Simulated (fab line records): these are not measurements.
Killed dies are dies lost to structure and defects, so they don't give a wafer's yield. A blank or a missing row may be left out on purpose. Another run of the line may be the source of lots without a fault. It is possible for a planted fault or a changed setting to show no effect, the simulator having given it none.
Which tool was responsible? + flow n5-finfet + 24 lots, 72 wafers sampled, at 6 steps of a route of 1938

== WHAT THE GAUGES SHOWED, per wafer ==
N5_ILD0_INSPECT_06: inspects for defects (darkfield). Usual: raw-defect-count 40, standard deviation 16.
| lot  | measured    | on                | raw-defect-count | flag |
|------|-------------|-------------------|------------------|------|
| L074 | day 3 18:51 | defect-inspect-01 | 31 77 23         |      |
| L075 | day 4 01:56 | defect-inspect-01 | 56 50 43         |      |
| L076 | day 4 08:14 | defect-inspect-02 | 25 40 25         |      |
| L077 | day 4 13:33 | defect-inspect-01 | 53 42 42         |      |
| L078 | day 4 18:11 | defect-inspect-01 | 23 48 20         |      |
| L079 | day 5 00:25 | defect-inspect-01 | 40 32 29         |      |
| L080 | day 5 09:22 | defect-inspect-01 | 36 42 50         |      |
| L081 | day 5 11:50 | defect-inspect-02 | 20 18 36         |      |
| L082 | day 5 18:07 | defect-inspect-02 | 48 66 55         |      |
| L083 | day 6 00:28 | defect-inspect-02 | 44 64 67         |      |
| L084 | day 6 07:20 | defect-inspect-01 | 20 17 28         |      |
| L085 | day 6 12:34 | defect-inspect-02 | 60 55 55         |      |
| L086 | day 6 23:38 | defect-inspect-01 | 35 31 16         |      |
| L087 | day 7 00:40 | defect-inspect-01 | 60 48 36         |      |
| L088 | day 7 07:44 | defect-inspect-01 | 42 33 25         |      |
| L089 | day 7 13:55 | defect-inspect-01 | 35 49 32         |      |
| L090 | day 7 18:59 | defect-inspect-02 | 40 57 48         |      |
| L091 | day 8 00:10 | defect-inspect-01 | 24 31 39         |      |
| L092 | day 8 05:33 | defect-inspect-01 | 38 35 34         |      |
| L093 | day 8 11:04 | defect-inspect-01 | 38 36 44         |      |
| L094 | day 8 16:57 | defect-inspect-02 | 99 55 83         |      |
| L095 | day 8 22:25 | defect-inspect-02 | 22 20 23         |      |
| L096 | day 9 08:30 | defect-inspect-01 | 29 27 8          |      |
| L097 | day 9 10:36 | defect-inspect-02 | 28 40 71         |      |

N5_HKMG_FIN_CD_MEAS_49: the cd target is 202 nm. Usual: cd-nm 202.4 nm, standard deviation 0.73.
| lot  | measured    | on        | cd-nm (nm)        | flag |
|------|-------------|-----------|-------------------|------|
| L074 | day 4 01:22 | cd-sem-01 | 201.4 201.3 201.1 |      |
| L075 | day 4 08:07 | cd-sem-02 | 203.3 204.1 203.2 |      |
| L076 | day 4 14:31 | cd-sem-01 | 203.3 202.9 202.3 |      |
| L077 | day 4 19:58 | cd-sem-02 | 202.0 202.3 203.2 |      |
| L078 | day 5 00:13 | cd-sem-02 | 201.2 202.7 201.4 |      |
| L079 | day 5 08:37 | cd-sem-03 | 202.0 204.1 202.1 |      |
| L080 | day 5 16:02 | cd-sem-03 | 202.4 201.4 201.5 |      |
| L081 | day 5 17:41 | cd-sem-02 | 202.3 202.4 202.2 |      |
| L082 | day 6 00:22 | cd-sem-01 | 202.0 202.0 201.9 |      |
| L083 | day 6 07:53 | cd-sem-01 | 203.7 202.9 202.8 |      |
| L084 | day 6 14:03 | cd-sem-01 | 203.3 202.7 201.9 |      |
| L085 | day 6 19:10 | cd-sem-01 | 202.7 203.6 202.0 |      |
| L086 | day 7 05:46 | cd-sem-03 | 201.0 202.6 201.1 |      |
| L087 | day 7 06:40 | cd-sem-03 | 201.6 201.1 202.1 |      |
| L088 | day 7 13:40 | cd-sem-01 | 203.5 202.5 202.5 |      |
| L089 | day 7 19:43 | cd-sem-01 | 202.9 202.4 202.3 |      |
| L090 | day 8 00:57 | cd-sem-01 | 202.4 202.1 201.0 |      |
| L091 | day 8 06:08 | cd-sem-01 | 201.3 202.2 202.1 |      |
| L092 | day 8 11:55 | cd-sem-01 | 201.9 202.4 202.1 |      |
| L093 | day 8 17:16 | cd-sem-03 | 203.4 203.1 203.6 |      |
| L094 | day 8 23:53 | cd-sem-01 | 202.2 202.7 203.2 |      |
| L095 | day 9 05:00 | cd-sem-03 | 202.3 202.4 202.3 |      |
| L096 | day 9 15:10 | cd-sem-02 | 202.9 202.1 203.5 |      |
| L097 | day 9 16:47 | cd-sem-01 | 202.8 203.2 202.3 |      |

== TOOL THAT RAN EACH LOT (tool first, then ch and the chambers of the sampled wafers, then the start) ==
| lot  | N5_DUMMY_GATE_ETCH_42             | N5_SD_EPI_N_SD_RECESS_17        | N5_SD_EPI_P_ETCH_47               | N5_SD_ACTIVATION_RTA_00         |
|------|-----------------------------------|---------------------------------|-----------------------------------|---------------------------------|
| L074 | rie-diel-03 ch 0,2,3, day 3 01:53 | rie-si-06 ch 0,1,3, day 3 04:18 | rie-diel-02 ch 0,2,3, day 3 08:34 | rtp-anneal-02 ch 0, day 3 11:50 |
| L075 | rie-diel-03 ch 0,1,3, day 3 09:22 | rie-si-06 ch 1,2,3, day 3 11:23 | rie-diel-01 ch 0,2,3, day 3 15:39 | rtp-anneal-02 ch 0, day 3 18:55 |
| L076 | rie-diel-03 ch 0,2,3, day 3 14:55 | rie-si-06 ch 0,3, day 3 16:49   | rie-diel-03 ch 1,3, day 3 21:46   | rtp-anneal-01 ch 0, day 4 01:05 |
| L077 | rie-diel-03 ch 2,3, day 3 19:16   | rie-si-06 ch 0,3, day 3 21:52   | rie-diel-03 ch 0,2,3, day 4 02:52 | rtp-anneal-01 ch 0, day 4 06:17 |
| L078 | rie-diel-01 ch 0,2, day 3 23:39   | rie-si-03 ch 0,2,3, day 4 01:45 | rie-diel-01 ch 0,2,3, day 4 06:45 | rtp-anneal-01 ch 0, day 4 10:49 |
| L079 | rie-diel-03 ch 0,1,2, day 4 05:07 | rie-si-06 ch 1,2,3, day 4 07:07 | rie-diel-02 ch 0,1,3, day 4 12:31 | rtp-anneal-01 ch 0, day 4 16:35 |
| L080 | rie-diel-03 ch 0,2, day 4 12:17   | rie-si-03 ch 1,2,3, day 4 14:27 | rie-diel-02 ch 1,3, day 4 19:25   | rtp-anneal-02 ch 0, day 5 02:09 |
| L081 | rie-diel-01 ch 2,3, day 4 17:55   | rie-si-06 ch 1,2, day 4 20:19   | rie-diel-02 ch 1,2, day 5 00:50   | rtp-anneal-02 ch 0, day 5 04:15 |
| L082 | rie-diel-03 ch 1,2, day 4 22:16   | rie-si-03 ch 0,1, day 5 02:17   | rie-diel-02 ch 1,3, day 5 07:19   | rtp-anneal-01 ch 0, day 5 10:41 |
| L083 | rie-diel-01 ch 1,3, day 5 06:23   | rie-si-05 ch 1,2, day 5 08:47   | rie-diel-03 ch 1,3, day 5 13:53   | rtp-anneal-01 ch 0, day 5 17:08 |
| L084 | rie-diel-01 ch 0,1, day 5 14:34   | rie-si-05 ch 0,2,3, day 5 16:44 | rie-diel-03 ch 1,2, day 5 21:06   | rtp-anneal-02 ch 0, day 6 00:22 |
| L085 | rie-diel-03 ch 0,1,3, day 5 19:12 | rie-si-05 ch 0,1,2, day 5 21:05 | rie-diel-03 ch 0,1,3, day 6 02:06 | rtp-anneal-01 ch 0, day 6 05:24 |
| L086 | rie-diel-01 ch 0,1,3, day 6 05:38 | rie-si-05 ch 0,1,2, day 6 07:43 | rie-diel-03 ch 0,1,3, day 6 13:14 | rtp-anneal-02 ch 0, day 6 16:28 |
| L087 | rie-diel-01 ch 0,1,2, day 6 06:56 | rie-si-05 ch 0,3, day 6 09:26   | rie-diel-03 ch 0,2,3, day 6 13:54 | rtp-anneal-01 ch 0, day 6 17:20 |
| L088 | rie-diel-03 ch 0,1,2, day 6 14:03 | rie-si-05 ch 1,2, day 6 16:04   | rie-diel-01 ch 2,3, day 6 20:38   | rtp-anneal-02 ch 0, day 7 00:46 |
| L089 | rie-diel-02 ch 0,1,3, day 6 17:22 | rie-si-03 ch 0,1,3, day 6 19:29 | rie-diel-03 ch 0,2,3, day 7 01:20 | rtp-anneal-02 ch 0, day 7 06:22 |
| L090 | rie-diel-02 ch 0,1,2, day 7 00:11 | rie-si-06 ch 2,3, day 7 02:43   | rie-diel-02 ch 0,2,3, day 7 07:40 | rtp-anneal-01 ch 0, day 7 10:54 |
| L091 | rie-diel-01 ch 1,3, day 7 03:59   | rie-si-05 ch 0,2,3, day 7 06:25 | rie-diel-01 ch 1,2,3, day 7 12:54 | rtp-anneal-02 ch 0, day 7 16:12 |
| L092 | rie-diel-02 ch 2,3, day 7 11:59   | rie-si-03 ch 2,3, day 7 13:59   | rie-diel-02 ch 1,2, day 7 19:10   | rtp-anneal-02 ch 0, day 7 22:29 |
| L093 | rie-diel-02 ch 1,2,3, day 7 17:59 | rie-si-03 ch 0,1,2, day 7 20:14 | rie-diel-02 ch 2,3, day 8 00:27   | rtp-anneal-02 ch 0, day 8 03:44 |
| L094 | rie-diel-01 ch 1,2, day 7 23:37   | rie-si-06 ch 0,2,3, day 8 01:43 | rie-diel-01 ch 0,1,3, day 8 06:26 | rtp-anneal-02 ch 0, day 8 09:41 |
| L095 | rie-diel-02 ch 0,1,2, day 8 05:02 | rie-si-06 ch 0,1,3, day 8 06:59 | rie-diel-03 ch 1,2,3, day 8 11:25 | rtp-anneal-01 ch 0, day 8 15:13 |
| L096 | rie-diel-02 ch 1,2, day 8 12:50   | rie-si-05 ch 1,2,3, day 8 17:28 | rie-diel-01 ch 2,3, day 8 21:59   | rtp-anneal-02 ch 0, day 9 01:14 |
| L097 | rie-diel-01 ch 0,2,3, day 8 17:48 | rie-si-03 ch 1,2,3, day 8 19:48 | rie-diel-01 ch 0,2,3, day 8 23:59 | rtp-anneal-02 ch 0, day 9 03:16 |
- N5_DUMMY_GATE_ETCH_42: etches SiO2 in CHF3/O2, target depth 3.5 nm, time 31 s.
- N5_SD_EPI_N_SD_RECESS_17: chemistry HBr/Cl2/O2, target depth 41 nm, time 23.7 s, bt time 3 s.
- N5_SD_EPI_P_ETCH_47: etches SiOCN in CH3F/O2, target depth 25 nm.
- N5_SD_ACTIVATION_RTA_00: time 0 s.

== WHAT THE TOOLS THEMSELVES READ (means of the sampled wafers that have a number; where no wafer has one, the mark that the record gives instead) ==
N5_DUMMY_GATE_ETCH_42. Usual: drypump-motor-current-A 5.6 A, standard deviation 0.52; oes_f_703_au 0.79 a.u., standard deviation 0.066; oes-product-au 0.79 a.u., standard deviation 0.068; rf-vpp-V 42.2 V, standard deviation 1.2; showerhead-plenum-p-Torr 2.45 Torr, standard deviation 0.097; throttle-valve-pct 18.88 %, standard deviation 0.19.
| lot  | tool        | drypump-motor-current-A (A) | oes_f_703_au (a.u.) | oes-product-au (a.u.) | rf-vpp-V (V) | showerhead-plenum-p-Torr (Torr) | throttle-valve-pct (%) | flag |
|------|-------------|-----------------------------|---------------------|-----------------------|--------------|---------------------------------|------------------------|------|
| L074 | rie-diel-03 | 5.8                         | 0.78                | 0.78                  | 41.9         | 2.49                            | 18.79                  |      |
| L075 | rie-diel-03 | 5.4                         | 0.78                | 0.79                  | 40.9         | 2.46                            | 18.94                  |      |
| L076 | rie-diel-03 | 5.9                         | 0.77                | 0.78                  | 41.8         | 2.49                            | 18.80                  |      |
| L077 | rie-diel-03 | 6.0                         | 0.78                | 0.79                  | 42.9         | 2.53                            | 18.71                  |      |
| L078 | rie-diel-01 | 5.7                         | 0.72                | 0.72                  | 41.9         | 2.43                            | 18.91                  |      |
| L079 | rie-diel-03 | 5.7                         | 0.76                | 0.77                  | 41.9         | 2.45                            | 18.87                  |      |
| L080 | rie-diel-03 | 5.7                         | 0.76                | 0.77                  | 41.6         | 2.45                            | 18.91                  |      |
| L081 | rie-diel-01 | 4.9                         | 0.73                | 0.72                  | 42.1         | 2.33                            | 19.09                  |      |
| L082 | rie-diel-03 | 6.0                         | 0.75                | 0.77                  | 42.4         | 2.49                            | 18.74                  |      |
| L083 | rie-diel-01 | 5.4                         | 0.83                | 0.83                  | 42.7         | 2.47                            | 18.98                  |      |
| L084 | rie-diel-01 | 6.1                         | 0.78                | 0.79                  | 42.3         | 2.51                            | 18.86                  |      |
| L085 | rie-diel-03 | 5.4                         | 0.77                | 0.77                  | 41.1         | 2.45                            | 18.95                  |      |
| L086 | rie-diel-01 | 5.7                         | 0.80                | 0.80                  | 42.4         | 2.49                            | 18.93                  |      |
| L087 | rie-diel-01 | 5.6                         | 0.86                | 0.87                  | 42.3         | 2.53                            | 18.79                  |      |
| L088 | rie-diel-03 | 5.7                         | 0.75                | 0.75                  | 42.0         | 2.45                            | 18.91                  |      |
| L089 | rie-diel-02 | 5.3                         | 0.78                | 0.77                  | 42.3         | 2.43                            | 18.79                  |      |
| L090 | rie-diel-02 | 5.4                         | 0.75                | 0.74                  | 42.7         | 2.32                            | 18.91                  |      |
| L091 | rie-diel-01 | 5.4                         | 0.81                | 0.80                  | 42.3         | 2.47                            | 19.02                  |      |
| L092 | rie-diel-02 | 5.8                         | 0.84                | 0.85                  | 42.5         | 2.45                            | 18.90                  |      |
| L093 | rie-diel-02 | 5.5                         | 0.79                | 0.79                  | 42.2         | 2.37                            | 18.81                  |      |
| L094 | rie-diel-01 | 5.1                         | 0.91                | 0.92                  | 43.1         | 2.55                            | 18.77                  |      |
| L095 | rie-diel-02 | 5.4                         | 0.75                | 0.74                  | 43.4         | 2.32                            | 18.92                  |      |
| L096 | rie-diel-02 | 5.7                         | 0.76                | 0.76                  | 41.4         | 2.26                            | 18.92                  |      |
| L097 | rie-diel-01 | 5.4                         | 0.81                | 0.80                  | 42.3         | 2.49                            | 18.89                  |      |

N5_SD_EPI_N_SD_RECESS_17. Usual: drypump-motor-current-A 5.5 A, standard deviation 0.4; mfc-cl2-sccm 79.98 sccm, standard deviation 0.25; oes-product-au 1.001 a.u., standard deviation 0.019; throttle-valve-pct 36.98 %, standard deviation 0.24.
| lot  | tool      | drypump-motor-current-A (A) | mfc-cl2-sccm (sccm) | oes-product-au (a.u.) | throttle-valve-pct (%) | flag |
|------|-----------|-----------------------------|---------------------|-----------------------|------------------------|------|
| L074 | rie-si-06 | 5.5                         | 79.94               | 0.998                 | 36.89                  |      |
| L075 | rie-si-06 | 5.4                         | 80.09               | 0.989                 | 36.84                  |      |
| L076 | rie-si-06 | 5.5                         | 79.99               | 0.993                 | 37.03                  |      |
| L077 | rie-si-06 | 5.5                         | 80.10               | 0.994                 | 37.03                  |      |
| L078 | rie-si-03 | 5.3                         | 79.63               | 1.013                 | 36.82                  |      |
| L079 | rie-si-06 | 5.4                         | 79.73               | 0.989                 | 36.85                  |      |
| L080 | rie-si-03 | 5.4                         | 79.99               | 1.023                 | 37.03                  |      |
| L081 | rie-si-06 | 5.1                         | 80.09               | 0.979                 | 37.02                  |      |
| L082 | rie-si-03 | 5.7                         | 80.01               | 1.008                 | 37.13                  |      |
| L083 | rie-si-05 | 5.3                         | 80.03               | 0.992                 | 37.11                  |      |
| L084 | rie-si-05 | 5.7                         | 79.75               | 0.999                 | 37.00                  |      |
| L085 | rie-si-05 | 5.8                         | 80.32               | 1.001                 | 36.97                  |      |
| L086 | rie-si-05 | 5.7                         | 79.93               | 0.997                 | 36.97                  |      |
| L087 | rie-si-05 | 5.9                         | 79.69               | 1.014                 | 36.94                  |      |
| L088 | rie-si-05 | 5.5                         | 80.07               | 0.985                 | 37.02                  |      |
| L089 | rie-si-03 | 5.4                         | 80.15               | 1.007                 | 37.02                  |      |
| L090 | rie-si-06 | 5.3                         | 79.99               | 0.975                 | 36.95                  |      |
| L091 | rie-si-05 | 5.7                         | 79.99               | 0.997                 | 37.01                  |      |
| L092 | rie-si-03 | 5.3                         | 80.20               | 1.024                 | 36.81                  |      |
| L093 | rie-si-03 | 5.4                         | 79.96               | 1.017                 | 36.94                  |      |
| L094 | rie-si-06 | 5.4                         | 79.91               | 0.982                 | 36.99                  |      |
| L095 | rie-si-06 | 5.5                         | 79.95               | 0.999                 | 36.89                  |      |
| L096 | rie-si-05 | 5.3                         | 80.10               | 0.995                 | 37.16                  |      |
| L097 | rie-si-03 | 5.4                         | 79.93               | 1.017                 | 37.01                  |      |

N5_SD_EPI_P_ETCH_47. Usual: drypump-motor-current-A 5.6 A, standard deviation 0.52; oes_f_703_au 0.78 a.u., standard deviation 0.066; oes-product-au 0.78 a.u., standard deviation 0.067; rf-vpp-V 127.0 V, standard deviation 2.4; showerhead-plenum-p-Torr 2.03 Torr, standard deviation 0.084; throttle-valve-pct 16.39 %, standard deviation 0.19.
| lot  | tool        | drypump-motor-current-A (A) | oes_f_703_au (a.u.) | oes-product-au (a.u.) | rf-vpp-V (V) | showerhead-plenum-p-Torr (Torr) | throttle-valve-pct (%) | flag |
|------|-------------|-----------------------------|---------------------|-----------------------|--------------|---------------------------------|------------------------|------|
| L074 | rie-diel-02 | 5.7                         | 0.84                | 0.84                  | 126.6        | 2.01                            | 16.45                  |      |
| L075 | rie-diel-01 | 5.4                         | 0.76                | 0.74                  | 124.4        | 2.00                            | 16.51                  |      |
| L076 | rie-diel-03 | 5.6                         | 0.78                | 0.79                  | 127.7        | 2.07                            | 16.37                  |      |
| L077 | rie-diel-03 | 5.8                         | 0.77                | 0.78                  | 129.2        | 2.07                            | 16.32                  |      |
| L078 | rie-diel-01 | 5.4                         | 0.74                | 0.74                  | 125.0        | 2.00                            | 16.52                  |      |
| L079 | rie-diel-02 | 5.3                         | 0.81                | 0.79                  | 127.6        | 2.02                            | 16.28                  |      |
| L080 | rie-diel-02 | 5.1                         | 0.80                | 0.78                  | 127.3        | 1.99                            | 16.13                  |      |
| L081 | rie-diel-02 | 5.7                         | 0.77                | 0.78                  | 126.6        | 1.88                            | 16.40                  |      |
| L082 | rie-diel-02 | 5.4                         | 0.85                | 0.84                  | 127.5        | 2.07                            | 16.21                  |      |
| L083 | rie-diel-03 | 5.6                         | 0.77                | 0.78                  | 128.0        | 2.07                            | 16.39                  |      |
| L084 | rie-diel-03 | 6.0                         | 0.75                | 0.75                  | 129.0        | 2.06                            | 16.26                  |      |
| L085 | rie-diel-03 | 5.4                         | 0.76                | 0.76                  | 125.3        | 2.04                            | 16.49                  |      |
| L086 | rie-diel-03 | 5.4                         | 0.76                | 0.76                  | 127.0        | 2.04                            | 16.51                  |      |
| L087 | rie-diel-03 | 5.9                         | 0.75                | 0.76                  | 127.9        | 2.06                            | 16.35                  |      |
| L088 | rie-diel-01 | 4.9                         | 0.92                | 0.90                  | 126.4        | 2.09                            | 16.32                  |      |
| L089 | rie-diel-03 | 5.8                         | 0.75                | 0.76                  | 127.4        | 2.06                            | 16.36                  |      |
| L090 | rie-diel-02 | 5.7                         | 0.81                | 0.80                  | 127.3        | 2.00                            | 16.50                  |      |
| L091 | rie-diel-01 | 5.3                         | 0.87                | 0.86                  | 126.6        | 2.08                            | 16.37                  |      |
| L092 | rie-diel-02 | 5.3                         | 0.74                | 0.74                  | 126.6        | 1.89                            | 16.28                  |      |
| L093 | rie-diel-02 | 5.9                         | 0.81                | 0.82                  | 127.9        | 1.94                            | 16.52                  |      |
| L094 | rie-diel-01 | 5.7                         | 0.78                | 0.78                  | 126.4        | 2.06                            | 16.46                  |      |
| L095 | rie-diel-03 | 5.8                         | 0.74                | 0.75                  | 128.0        | 2.06                            | 16.37                  |      |
| L096 | rie-diel-01 | 5.1                         | 0.84                | 0.82                  | 125.3        | 2.05                            | 16.48                  |      |
| L097 | rie-diel-01 | 5.4                         | 0.81                | 0.79                  | 126.3        | 2.07                            | 16.42                  |      |

N5_SD_ACTIVATION_RTA_00. Usual: lamp-power-pct 8.95 %, standard deviation 0.057; lamp_zone_1_pct 8.953 %, standard deviation 0.028; wafer_temp_C_max 975.0, standard deviation 2.1.
| lot  | tool          | lamp-power-pct (%) | lamp_zone_1_pct (%) | wafer_temp_C_max | flag |
|------|---------------|--------------------|---------------------|------------------|------|
| L074 | rtp-anneal-02 | 8.93               | 8.948               | 974.3            |      |
| L075 | rtp-anneal-02 | 8.95               | 8.918               | 975.1            |      |
| L076 | rtp-anneal-01 | 8.99               | 8.971               | 976.6            |      |
| L077 | rtp-anneal-01 | 8.94               | 8.940               | 974.7            |      |
| L078 | rtp-anneal-01 | 8.96               | 8.975               | 974.9            |      |
| L079 | rtp-anneal-01 | 9.00               | 8.940               | 974.9            |      |
| L080 | rtp-anneal-02 | 9.02               | 8.956               | 973.5            |      |
| L081 | rtp-anneal-02 | 8.94               | 8.973               | 975.6            |      |
| L082 | rtp-anneal-01 | 8.94               | 8.948               | 974.5            |      |
| L083 | rtp-anneal-01 | 8.95               | 8.988               | 976.7            |      |
| L084 | rtp-anneal-02 | 8.91               | 8.938               | 976.6            |      |
| L085 | rtp-anneal-01 | 8.97               | 8.941               | 972.9            |      |
| L086 | rtp-anneal-02 | 9.01               | 8.958               | 976.4            |      |
| L087 | rtp-anneal-01 | 8.96               | 8.943               | 976.1            |      |
| L088 | rtp-anneal-02 | 8.95               | 8.937               | 973.7            |      |
| L089 | rtp-anneal-02 | 8.96               | 8.963               | 976.6            |      |
| L090 | rtp-anneal-01 | 8.93               | 8.964               | 976.0            |      |
| L091 | rtp-anneal-02 | 9.02               | 8.973               | 972.7            |      |
| L092 | rtp-anneal-02 | 8.94               | 8.941               | 974.3            |      |
| L093 | rtp-anneal-02 | 8.92               | 8.950               | 978.0            |      |
| L094 | rtp-anneal-02 | 9.00               | 8.948               | 971.7            |      |
| L095 | rtp-anneal-01 | 8.93               | 8.963               | 973.4            |      |
| L096 | rtp-anneal-02 | 8.97               | 8.933               | 976.7            |      |
| L097 | rtp-anneal-02 | 8.93               | 8.924               | 975.5            |      |

== THE ANSWER, worked out from the rows above alone ==
Rule: lot off if the mean of its wafers having a number is beyond 3 standard deviations from the usual mean. Also off: a lot with no number at a reading for which 4 or more lots have one. All remaining lots with rows at the step are treated as sound. Order of review: gauges by route order, followed by the tools' own readings, for which a lot's mean as printed above is used. At the first step where some lot is off, the reading lying furthest off is the one used; lots without a number count as furthest.
No lot is off at any reading shown: from this, nothing can be told.

== WHAT WAS PUT IN BY THE SIMULATOR ==
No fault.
